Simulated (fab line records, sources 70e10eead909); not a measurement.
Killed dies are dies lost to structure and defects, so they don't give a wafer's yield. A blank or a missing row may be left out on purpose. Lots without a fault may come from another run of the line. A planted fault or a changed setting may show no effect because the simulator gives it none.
Which tool did it? | flow nand_harc | 13 lots, 39 wafers sampled, at 4 steps of a route of 1302

WHAT THE GAUGES READ, wafer by wafer
The record holds no reading of a measuring or inspecting step that can be judged against a usual standard deviation.

WHICH TOOL RAN EACH LOT (tool, then ch and the chambers of the sampled wafers, then the start)
lot  | NHARC_A_STAIRCASE_DESCUM_186       | NHARC_A_STAIRCASE_ETCH_192         | NHARC_A_STAIRCASE_ETCH_199     | NHARC_A_STAIRCASE_TRIM_202
L452 | rie_diel-03 ch 0,1,3, day 15 14:51 | rie_diel-03 ch 0,1,3, day 15 15:52 | rie_diel-05 ch 1,2,3, no start | rie_diel-05 ch 1,2,3, no start
L451 | rie_diel-05 ch 1,2,3, day 15 21:11 | rie_diel-05 ch 0,2,3, day 15 21:56 | rie_diel-05 ch 1,2,3, no start | rie_diel-05 ch 0,2,3, no start
L453 | rie_diel-05 ch 1,2, day 16 21:52   | rie_diel-05 ch 1,2, day 16 22:34   | rie_diel-05 ch 0,3, no start   | rie_diel-05 ch 1,2,3, no start
L454 | rie_diel-05 ch 0,1,2, day 17 06:11 | rie_diel-05 ch 1,2,3, day 17 06:52 | rie_diel-05 ch 1,2, no start   | rie_diel-05 ch 0,1, no start
L455 | rie_diel-03 ch 0,1, day 17 14:07   | rie_diel-03 ch 1,3, day 17 14:53   | rie_diel-07 ch 1,3, no start   | rie_diel-07 ch 1,2,3, no start
L456 | rie_diel-03 ch 1,2,3, day 17 14:17 | rie_diel-03 ch 2,3, day 17 15:05   | rie_diel-03 ch 0,1,2, no start | rie_diel-03 ch 0,1,2, no start
L458 | rie_diel-07 ch 0,1, day 18 13:25   | rie_diel-07 ch 0,1, day 18 14:18   | rie_diel-05 ch 0,3, no start   | rie_diel-05 ch 1,2, no start
L457 | rie_diel-07 ch 0,1, day 18 17:03   | rie_diel-07 ch 0,1,2, day 18 18:18 | rie_diel-03 ch 1,2, no start   | rie_diel-03 ch 1,3, no start
L467 | rie_diel-07 ch 1,2,3, day 22 08:56 | rie_diel-07 ch 1,2,3, day 22 09:59 | rie_diel-05 ch 0,1, no start   | rie_diel-05 ch 0,1,2, no start
L468 | rie_diel-07 ch 0,3, day 22 23:04   | rie_diel-07 ch 0,1,2, day 22 23:46 | rie_diel-05 ch 0,2,3, no start | rie_diel-05 ch 0,1,3, no start
L472 | rie_diel-03 ch 0,1,3, day 24 10:55 | rie_diel-03 ch 0,1,2, day 24 11:37 | rie_diel-03 ch 0,1,3, no start | rie_diel-03 ch 0,1,3, no start
L471 | rie_diel-03 ch 0,2,3, day 24 14:46 | rie_diel-03 ch 0,1,3, day 24 15:34 | rie_diel-03 ch 0,2,3, no start | rie_diel-03 ch 0,1,3, no start
L474 | rie_diel-03 ch 2,3, day 24 22:43   | rie_diel-03 ch 2,3, day 24 23:33   | rie_diel-07 ch 1,3, no start   | rie_diel-07 ch 2,3, no start
- NHARC_A_STAIRCASE_DESCUM_186: chemistry O2, time 3 s.
- NHARC_A_STAIRCASE_ETCH_192: etches the open film in C4F8/O2, target depth 100 nm, time 40.5 s.
- NHARC_A_STAIRCASE_ETCH_199: etches the open film in C4F8/O2, target depth 100 nm, time 40.5 s.
- NHARC_A_STAIRCASE_TRIM_202: chemistry O2, time 211.2 s.

WHAT THE TOOLS THEMSELVES READ (means of the sampled wafers that have a number; where no wafer has one, the mark that the record gives instead)
NHARC_A_STAIRCASE_DESCUM_186.
lot  | tool        | drypump_motor_current_A (A) | oes_product_au (a.u.) | rf_vpp_V (V) | showerhead_plenum_p_Torr (Torr) | throttle_valve_pct (%)
L452 | rie_diel-03 | 6.1                         | 0.998                 | 57.6         | 1.88                            | 11.312
L451 | rie_diel-05 | 5.7                         | 0.999                 | 58.3         | 1.94                            | 11.309
L453 | rie_diel-05 | 5.9                         | 1.002                 | 57.8         | 1.98                            | 11.318
L454 | rie_diel-05 | 5.5                         | 0.993                 | 58.3         | 1.95                            | 11.304
L455 | rie_diel-03 | 5.9                         | 1.008                 | 57.9         | 1.78                            | 11.312
L456 | rie_diel-03 | 6.2                         | 1.001                 | 59.4         | 1.96                            | 11.313
L458 | rie_diel-07 | 5.9                         | 0.992                 | 58.3         | 2.01                            | 11.304
L457 | rie_diel-07 | 5.9                         | 0.993                 | 58.7         | 2.01                            | 11.306
L467 | rie_diel-07 | 5.9                         | 1.001                 | 57.3         | 1.93                            | 11.307
L468 | rie_diel-07 | 6.0                         | 0.995                 | 57.6         | 1.97                            | 11.308
L472 | rie_diel-03 | 6.1                         | 1.005                 | 58.1         | 1.96                            | 11.304
L471 | rie_diel-03 | 6.1                         | 0.996                 | 59.0         | 1.95                            | 11.304
L474 | rie_diel-03 | 6.5                         | 1.005                 | 58.2         | 2.05                            | 11.315

NHARC_A_STAIRCASE_ETCH_192.
lot  | tool        | oes_product_au (a.u.) | rf_vpp_V (V) | run_length_s (s)
L452 | rie_diel-03 | 0.928                 | 894          | 62.2
L451 | rie_diel-05 | 0.943                 | 901          | 62.1
L453 | rie_diel-05 | 0.943                 | 900          | 62.0
L454 | rie_diel-05 | 0.941                 | 898          | 62.1
L455 | rie_diel-03 | 0.938                 | 895          | 62.2
L456 | rie_diel-03 | 0.938                 | 905          | 61.9
L458 | rie_diel-07 | 0.942                 | 903          | 61.5
L457 | rie_diel-07 | 0.943                 | 898          | 61.6
L467 | rie_diel-07 | 0.957                 | 897          | 40.7
L468 | rie_diel-07 | 0.953                 | 896          | 40.9
L472 | rie_diel-03 | 0.949                 | 898          | 62.4
L471 | rie_diel-03 | 0.938                 | 899          | 62.2
L474 | rie_diel-03 | 0.950                 | 903          | 61.7

NHARC_A_STAIRCASE_ETCH_199.
lot  | tool        | oes_product_au (a.u.) | rf_vpp_V (V) | run_length_s (s)
L452 | rie_diel-05 | 0.957                 | 898          | 62.0
L451 | rie_diel-05 | 0.945                 | 898          | 62.4
L453 | rie_diel-05 | 0.955                 | 899          | 62.2
L454 | rie_diel-05 | 0.947                 | 901          | 61.6
L455 | rie_diel-07 | 0.951                 | 902          | 61.2
L456 | rie_diel-03 | 0.947                 | 892          | 62.5
L458 | rie_diel-05 | 0.947                 | 898          | 62.8
L457 | rie_diel-03 | 0.923                 | 893          | 62.4
L467 | rie_diel-05 | 0.937                 | 893          | 61.5
L468 | rie_diel-05 | 0.954                 | 899          | 62.3
L472 | rie_diel-03 | 0.951                 | 898          | 62.1
L471 | rie_diel-03 | 0.953                 | 898          | 62.0
L474 | rie_diel-07 | 0.952                 | 900          | 61.4

NHARC_A_STAIRCASE_TRIM_202.
lot  | tool        | drypump_motor_current_A (A) | oes_product_au (a.u.) | rf_vpp_V (V) | showerhead_plenum_p_Torr (Torr) | throttle_valve_pct (%)
L452 | rie_diel-05 | 5.7                         | 0.999                 | 58.2         | 3.58                            | 17.033
L451 | rie_diel-05 | 5.4                         | 1.006                 | 57.2         | 3.66                            | 17.039
L453 | rie_diel-05 | 5.7                         | 0.996                 | 58.2         | 3.58                            | 17.037
L454 | rie_diel-05 | 5.2                         | 0.994                 | 58.3         | 3.45                            | 17.039
L455 | rie_diel-07 | 5.9                         | 0.995                 | 58.5         | 3.57                            | 17.039
L456 | rie_diel-03 | 5.9                         | 1.010                 | 57.4         | 3.46                            | 17.039
L458 | rie_diel-05 | 6.0                         | 0.987                 | 57.5         | 3.63                            | 17.040
L457 | rie_diel-03 | 6.3                         | 0.996                 | 58.1         | 3.45                            | 17.043
L467 | rie_diel-05 | 5.5                         | 0.995                 | 58.5         | 3.56                            | 17.036
L468 | rie_diel-05 | 5.2                         | 0.997                 | 57.1         | 3.50                            | 17.031
L472 | rie_diel-03 | 6.1                         | 1.005                 | 57.5         | 3.61                            | 17.038
L471 | rie_diel-03 | 6.1                         | 0.998                 | 59.2         | 3.61                            | 17.039
L474 | rie_diel-07 | 6.0                         | 1.001                 | 57.7         | 3.49                            | 17.029

THE ANSWER, worked out from the rows above alone
Rule: what is usual is taken from the lots themselves. Put in order of their means at a reading, lots are off if they are a third of the lots or fewer, leave a main group of 4 or more, and stand apart from it by a gap of 3 or more times the standard deviation of the main group's means; of several such gaps the widest counts. A main group whose means are all the same, to the digits that the tables above print for the reading, isn't used. A lot without any number at a reading at which 4 lots or more have one is off too. The other lots that the step has rows for count as sound. The gauges are gone through in route order, then the tools' own readings, and for those a lot's mean is taken as printed above. The first step at which some lot is off is used, and at that step the reading that is off furthest; a lot without a number counts as furthest.
Off: L467, L468, at NHARC_A_STAIRCASE_ETCH_192 (run_length_s). The main group: mean 62.0 s, standard deviation 0.27.
A tool fits if, at that step or a process step before it, it ran every lot that is off, and no sound lot after the first of them. One fits: rie_diel-07 at NHARC_A_STAIRCASE_DESCUM_186 and NHARC_A_STAIRCASE_ETCH_192. At NHARC_A_STAIRCASE_DESCUM_186 its last sound lot is L457 (day 18 17:03), its first lot that is off L467 (day 22 08:56): a fault that began between those two fits.

WHAT THE SIMULATOR HAD PUT IN
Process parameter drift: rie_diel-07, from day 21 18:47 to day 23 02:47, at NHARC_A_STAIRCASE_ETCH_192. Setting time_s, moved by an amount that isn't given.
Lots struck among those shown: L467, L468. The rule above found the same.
